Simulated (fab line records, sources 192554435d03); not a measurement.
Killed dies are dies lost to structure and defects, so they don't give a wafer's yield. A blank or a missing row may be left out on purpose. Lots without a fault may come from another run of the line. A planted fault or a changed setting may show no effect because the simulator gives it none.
fab line records | flow n5_finfet
record lots=11 wafers=33 last_day=18
route steps=1938 shown BEOL_M7@1311 BEOL_M8@1347 PASSIVATION@1936
lots that met no fault: from a run of the same line without faults
start_h: hours from the record's first day to the start of the lot's first wafer shown | wait_h: hours since the lot's step before | " the same as in the row above | L1.1+2: a row that stands for several wafers | - no value, or no start given | * or withheld: withheld | < > ~ a bound
route shown NAME@n: a module of which the file shows steps, and the number in the route of the first | usual: mean/standard deviation of fault-free wafers | same: alike in all rows | chamber/n: place in a boat | sites: the reading at each site | _std_site: their standard deviation | _edge_site: outer sites' mean less inner sites' | radius_mm: how far each site lies from the wafer's centre | mask NAME#n: copy n | behind: the tool/chamber that last shaped the wafer | hold: why the lot was held/for how many hours/how that ended | device: the transistor (n, p or np) that didn't switch | end of line: the same wafers' tests at the end of the route | a step without rows: its recipe alone | killed: dies lost to structure and defects at the first sort, not the wafer's yield | map: a wafer's dies, x killed, . not, _ none there
set.NAME: the setting as run; set.NAME@STEP: as run at that earlier step | model.NAME: the simulator's own value behind a step, which no gauge read
steps of the route over a sample of lots; a table a step, a row a wafer
services: from which hour (start_h, from the record's first day; less than 0 if before it) a tool's chamber was out of use, for how many hours, and why
## steps
# step N5_BEOL_M7_OCD_MEAS_38
# usual trench_depth_nm=93.7/1.5
# columns lot.wafer tool chamber start_h wait_h trench_depth_nm
L128.1 ocd-02 - 209.15 - 91.9
L128.2 " - " " 93.4
L128.4 " - " " 97.0
L130.2 ocd-01 - 219.14 - 92.3
L130.4 " - " " 93.4
L130.6 " - " " 92.6
L132.3 ocd-02 - 230.13 - 92.1
L132.5 " - " " 91.9
L132.6 " - " " 93.8
L134.2 ocd-01 - 241.78 - 97.5
L134.4 " - " " 92.7
L134.6 " - " " 92.7
L136.2 ocd-01 - 250.85 - 94.1
L136.4 " - " " 91.1
L136.5 " - " " 95.5
L137.1 ocd-01 - 261.13 - 92.6
L137.3 " - " " 93.8
L137.5 " - " " 92.5
L138.2 ocd-02 - 268.27 - 93.1
L138.3 " - " " 95.9
L138.6 " - " " 96.3
L145.1 ocd-02 - 302.08 - 92.8
L145.3 " - " " 96.5
L145.4 " - " " 93.0
L144.1 ocd-02 - 308.13 - 95.3
L144.2 " - " " 92.8
L144.4 " - " " 93.9
L147.3 ocd-02 - 314.70 - 95.4
L147.4 " - " " 91.4
L147.6 " - " " 90.8
L149.1 ocd-01 - 344.35 - 93.5
L149.3 " - " " 91.2
L149.5 " - " " 92.5
# step N5_BEOL_M7_CD_MEAS_35
# recipe target_cd_nm=40 polarity=opening
# usual cd_nm=40.1/0.46
# columns lot.wafer tool chamber start_h wait_h cd_nm
L128.1 cd_sem-01 - 209.31 0.0 40.2
L128.2 " - " " 40.3
L128.4 " - " " 40.3
L130.2 cd_sem-02 - 219.29 0.0 40.1
L130.4 " - " " 39.4
L130.6 " - " " 40.1
L132.3 cd_sem-02 - 230.29 0.0 41.0
L132.5 " - " " 40.4
L132.6 " - " " 40.2
L134.2 cd_sem-01 - 241.95 0.0 40.2
L134.4 " - " " 39.9
L134.6 " - " " 39.8
L136.2 cd_sem-02 - 251.01 0.0 39.7
L136.4 " - " " 39.5
L136.5 " - " " 39.5
L137.1 cd_sem-01 - 261.28 0.0 39.6
L137.3 " - " " 39.9
L137.5 " - " " 40.7
L138.2 cd_sem-03 - 268.43 0.0 41.0
L138.3 " - " " 40.6
L138.6 " - " " 39.4
L145.1 cd_sem-01 - 302.24 0.0 40.1
L145.3 " - " " 40.2
L145.4 " - " " 39.6
L144.1 cd_sem-02 - 308.30 0.0 40.3
L144.2 " - " " 40.9
L144.4 " - " " 40.2
L147.3 cd_sem-03 - 314.85 0.0 39.8
L147.4 " - " " 40.4
L147.6 " - " " 40.7
L149.1 cd_sem-02 - 344.50 0.0 40.2
L149.3 " - " " 40.5
L149.5 " - " " 40.4
# step N5_BEOL_M7_ANNEAL_51
# recipe temp_c=225 time_s=90 ambient=N2
# usual wafer_temp_C_max=225.65/0.23
# columns lot.wafer tool chamber start_h wait_h wafer_temp_C_max
L128.1 rtp_anneal-02 0 214.69 3.9 225.42
L128.2 " 0 " " 225.79
L128.4 " 0 " " 225.66
L130.2 rtp_anneal-02 0 223.23 2.8 225.65
L130.4 " 0 " " 225.55
L130.6 " 0 " " 225.53
L132.3 rtp_anneal-01 0 235.40 3.1 225.26
L132.5 " 0 " " 225.53
L132.6 " 0 " " 225.32
L134.2 rtp_anneal-02 0 243.37 0.1 226.29
L134.4 " 0 " " 225.47
L134.6 " 0 " " 225.82
L136.2 rtp_anneal-02 0 253.96 0.1 225.83
L136.4 " 0 " " 225.77
L136.5 " 0 " " 225.89
L137.1 rtp_anneal-02 0 266.01 2.5 225.77
L137.3 " 0 " " 225.51
L137.5 " 0 " " 225.47
L138.2 rtp_anneal-02 0 270.77 0.3 225.54
L138.3 " 0 " " 225.50
L138.6 " 0 " " 225.69
L145.1 rtp_anneal-02 0 304.28 0.6 225.90
L145.3 " 0 " " 226.04
L145.4 " 0 " " 225.95
L144.1 rtp_anneal-02 0 310.07 0.4 225.73
L144.2 " 0 " " 225.67
L144.4 " 0 " " 225.95
L147.3 rtp_anneal-02 0 317.76 0.1 225.61
L147.4 " 0 " " 225.35
L147.6 " 0 " " 225.64
L149.1 rtp_anneal-02 0 346.29 0.5 225.76
L149.3 " 0 " " 225.78
L149.5 " 0 " " 225.65
# step N5_BEOL_M7_DEP_56
# recipe material=SiCN target_thk_a=100 temp_c=withheld precursor=3MS/NH3 pressure_torr=3 rf_w=202 time_s=17.5
# usual showerhead_plenum_p_Torr=3.661/0.012 throttle_valve_pct=8.9/0.53
# columns lot.wafer tool chamber start_h wait_h showerhead_plenum_p_Torr throttle_valve_pct
L128.1 pecvd-02 1 215.35 0.0 3.649 8.4
L128.2 " 2 " " 3.663 8.2
L128.4 " 0 " " 3.641 8.6
L130.2 pecvd-01 0 223.84 0.0 3.686 9.8
L130.4 " 0 " " 3.681 9.8
L130.6 " 1 " " 3.662 8.7
L132.3 pecvd-03 0 235.96 0.0 3.661 9.6
L132.5 " 2 " " 3.641 8.6
L132.6 " 0 " " 3.658 9.6
L134.2 pecvd-02 2 243.98 0.0 3.669 8.6
L134.4 " 2 " " 3.668 8.2
L134.6 " 0 " " 3.659 8.7
L136.2 pecvd-03 1 254.68 0.0 3.674 9.1
L136.4 " 0 " " 3.659 9.6
L136.5 " 2 " " 3.652 8.9
L137.1 pecvd-01 1 266.72 0.0 3.660 8.7
L137.3 " 2 " " 3.667 8.8
L137.5 " 0 " " 3.674 10.0
L138.2 pecvd-03 0 271.40 0.0 3.663 9.6
L138.3 " 0 " " 3.660 9.6
L138.6 " 0 " " 3.662 9.8
L145.1 pecvd-01 0 304.94 0.0 3.680 9.8
L145.3 " 1 " " 3.657 8.7
L145.4 " 1 " " 3.652 8.6
L144.1 pecvd-01 0 310.72 0.0 3.674 9.6
L144.2 " 2 " " 3.675 8.8
L144.4 " 2 " " 3.670 8.6
L147.3 pecvd-01 1 318.33 0.0 3.660 8.7
L147.4 " 1 " " 3.654 8.9
L147.6 " 2 " " 3.671 8.9
L149.1 pecvd-03 0 346.94 0.0 3.656 9.6
L149.3 " 2 " " 3.647 8.8
L149.5 " 0 " " 3.664 9.5
# step N5_BEOL_M7_INSPECT_58
# recipe inspect_instrument=darkfield mode=post_dep
# usual raw_defect_count=72/24
# columns lot.wafer tool chamber start_h wait_h raw_defect_count
L128.1 defect_inspect-02 - 215.44 0.0 66
L128.2 " - " " 41
L128.4 " - " " 47
L130.2 defect_inspect-02 - 223.93 0.0 44
L130.4 " - " " 45
L130.6 " - " " 54
L132.3 defect_inspect-01 - 236.05 0.0 56
L132.5 " - " " 82
L132.6 " - " " 81
L134.2 defect_inspect-01 - 244.07 0.0 71
L134.4 " - " " 111
L134.6 " - " " 83
L136.2 defect_inspect-01 - 254.78 0.0 52
L136.4 " - " " 52
L136.5 " - " " 59
L137.1 defect_inspect-01 - 266.82 0.0 88
L137.3 " - " " 59
L137.5 " - " " 49
L138.2 defect_inspect-02 - 271.52 0.0 97
L138.3 " - " " 76
L138.6 " - " " 47
L145.1 defect_inspect-02 - 305.03 0.0 78
L145.3 " - " " 104
L145.4 " - " " 66
L144.1 defect_inspect-01 - 310.82 0.0 1060
L144.2 " - " " 1035
L144.4 " - " " 1057
L147.3 defect_inspect-02 - 318.42 0.0 1020
L147.4 " - " " 1052
L147.6 " - " " 1038
L149.1 defect_inspect-01 - 347.03 0.0 62
L149.3 " - " " 87
L149.5 " - " " 90
# step N5_BEOL_M8_INSPECT_13
# recipe mode=adi inspect_instrument=brightfield
# usual raw_defect_count=376/70
# columns lot.wafer tool chamber start_h wait_h raw_defect_count
L128.1 defect_inspect-01 - 217.42 0.0 419
L128.2 " - " " 405
L128.4 " - " " 315
L130.2 defect_inspect-01 - 225.90 0.0 292
L130.4 " - " " 358
L130.6 " - " " 354
L132.3 defect_inspect-02 - 237.46 0.0 312
L132.5 " - " " 359
L132.6 " - " " 341
L134.2 defect_inspect-01 - 246.94 0.0 414
L134.4 " - " " 493
L134.6 " - " " 478
L136.2 defect_inspect-01 - 256.29 0.0 403
L136.4 " - " " 369
L136.5 " - " " 370
L137.1 defect_inspect-01 - 269.27 0.0 337
L137.3 " - " " 362
L137.5 " - " " 229
L138.2 defect_inspect-01 - 273.32 0.0 365
L138.3 " - " " 462
L138.6 " - " " 347
L145.1 defect_inspect-01 - 306.49 0.0 542
L145.3 " - " " 431
L145.4 " - " " 319
L144.1 defect_inspect-02 - 312.36 0.0 1367
L144.2 " - " " 1268
L144.4 " - " " 1352
L147.3 defect_inspect-02 - 322.59 0.0 1353
L147.4 " - " " 1247
L147.6 " - " " 1360
L149.1 defect_inspect-01 - 349.64 0.0 354
L149.3 " - " " 301
L149.5 " - " " 297
# step N5_PASSIVATION_PROBE_49
# usual defect_limited_yield=91.5/1.3 killed_at_M0_to_M3=33/11 killed_at_M4_up=14/5.3 killed_at_contacts=11/6.3 killed_at_front_end=38/10 killed_at_other=3.7/2.8 killed_dies=101/16 killed_open=67/12 killed_short=32/7.4 sort_bin_5_function=5.0/0.86 sort_bin_6_memory=3.2/0.69 sort_n_pass=1079/16 sort_yield_pct=91.5/1.3
# same gross_dies=1180 killed_at_back_side=0 sort_bin_4_leakage[%]=0 sort_bin_8_speed[%]=0
# columns lot.wafer tool chamber start_h wait_h defect_limited_yield[%] killed_at_M0_to_M3 killed_at_M4_up killed_at_contacts killed_at_front_end killed_at_other killed_dies killed_open killed_short sort_bin_5_function[%] sort_bin_6_memory[%] sort_n_pass sort_yield_pct[%]
L130.4 prober-02 - 297.74 0.2 88.7 43 15 10 65 0 133 77 54 7.1 3.6 1047 88.7
L144.1 prober-02 - 387.24 0.0 80.4 40 150 8 32 1 231 76 21 12.8 3.6 949 80.4
L144.2 prober-02 - 387.29 0.1 79.2 31 176 3 33 2 245 57 30 13.4 3.9 935 79.2
L144.4 prober-02 - 387.39 0.2 79.7 41 169 2 23 4 239 64 27 12.7 4.3 941 79.7
L147.3 prober-02 - 390.14 0.1 81.1 57 132 13 20 1 223 74 30 11.0 4.7 957 81.1
L147.4 prober-02 - 390.19 0.2 82.1 37 126 10 36 2 211 65 29 10.4 3.9 969 82.1
L147.6 prober-02 - 390.29 0.3 77.9 50 163 17 26 5 261 83 31 13.7 4.6 919 77.9
# killed by level:class
L130.4 STI_FIN_REVEAL:geometric_particle:open=19 BEOL_M0_SAQP:geometric_particle:short=18 FIN_SAQP:geometric_particle:short=15 BEOL_M0_SAQP:geometric_particle:open=14 FIN_SAQP:geometric_particle:open=9 MOL_CONTACT_COAG:geometric_particle:open=8 STI_FIN_REVEAL:geometric_particle:short=5 DUMMY_GATE:geometric_particle:open=5
L144.1 BEOL_M7:unspecified=133 BEOL_M2:geometric_particle:open=15 STI_FIN_REVEAL:geometric_particle:open=11 BEOL_M4:geometric_particle:open=8 DUMMY_GATE:geometric_particle:open=7 MOL_CONTACT_COAG:geometric_particle:open=7 BEOL_M3:geometric_particle:open=7 BEOL_M0_SAQP:geometric_particle:open=6
L144.2 BEOL_M7:unspecified=157 FIN_SAQP:geometric_particle:short=10 BEOL_M4:geometric_particle:open=8 STI_FIN_REVEAL:geometric_particle:open=7 FIN_SAQP:geometric_particle:open=6 BEOL_M0_SAQP:geometric_particle:open=6 BEOL_M1:geometric_particle:open=6 BEOL_M2:geometric_particle:open=6
L144.4 BEOL_M7:unspecified=145 BEOL_M2:geometric_particle:open=10 BEOL_M5:geometric_particle:open=9 BEOL_M0_SAQP:geometric_particle:open=8 DUMMY_GATE:geometric_particle:open=7 BEOL_M1:geometric_particle:open=6 BEOL_M0_SAQP:geometric_particle:short=5 FIN_SAQP:geometric_particle:short=4
L147.3 BEOL_M7:unspecified=115 BEOL_M0_SAQP:geometric_particle:open=19 BEOL_M0_SAQP:geometric_particle:short=15 MOL_CONTACT_COAG:geometric_particle:open=11 BEOL_M2:geometric_particle:open=8 BEOL_M4:geometric_particle:open=8 BEOL_M1:geometric_particle:open=6 FIN_SAQP:geometric_particle:open=4
L147.4 BEOL_M7:unspecified=115 BEOL_M0_SAQP:geometric_particle:open=9 BEOL_M1:geometric_particle:open=9 MOL_CONTACT_COAG:geometric_particle:open=8 FIN_SAQP:geometric_particle:short=6 BEOL_M3:geometric_particle:open=6 BEOL_M0_SAQP:geometric_particle:short=5 FIN_SAQP:geometric_particle:open=4
L147.6 BEOL_M7:unspecified=145 MOL_CONTACT_COAG:geometric_particle:open=12 BEOL_M3:geometric_particle:open=11 BEOL_M0_SAQP:geometric_particle:open=11 BEOL_M4:geometric_particle:open=11 BEOL_M0_SAQP:geometric_particle:short=9 FIN_SAQP:geometric_particle:short=7 BEOL_M1:geometric_particle:open=7
## services
# columns tool chamber start_h hours kind
pecvd-03 1 193.72 6.0 repair
pecvd-01 - 224.56 28.1 pm
rtp_anneal-02 - 260.73 4.3 pm
pecvd-03 2 267.62 5.0 scheduled_down
pecvd-02 2 274.35 22.4 repair
pecvd-03 1 278.08 2.1 scheduled_down
pecvd-01 1 284.50 5.5 scheduled_down
rtp_anneal-02 - 293.34 3.0 pm
pecvd-02 0 303.38 4.9 repair
pecvd-03 2 328.02 2.1 scheduled_down
## key
first_sign step=N5_BEOL_M7_INSPECT_58 reading=raw_defect_count direction=up sigmas=40 usual=72 struck=1044
effect step=N5_BEOL_M8_INSPECT_13 reading=raw_defect_count direction=up sigmas=13 usual=376 struck=1324
effect step=N5_PASSIVATION_PROBE_49 reading=killed_at_M4_up direction=up sigmas=26 usual=14 struck=153
more_kills_born_at N5_BEOL_M7_DEP_56@pecvd-01=810
met_at N5_BEOL_M7_DEP_56
struck_lots L144,L147
not_acting_at N5_BEOL_M7_OCD_MEAS_38,N5_BEOL_M7_CD_MEAS_35,N5_BEOL_M7_ANNEAL_51
onset_between 304.94 310.72
fault kind=chamber_particle_source tool=pecvd-01 chamber=- onset_h=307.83 steps=N5_BEOL_M7_DEP_56 rate_per_visit_cm2=1.5415 end_h=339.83
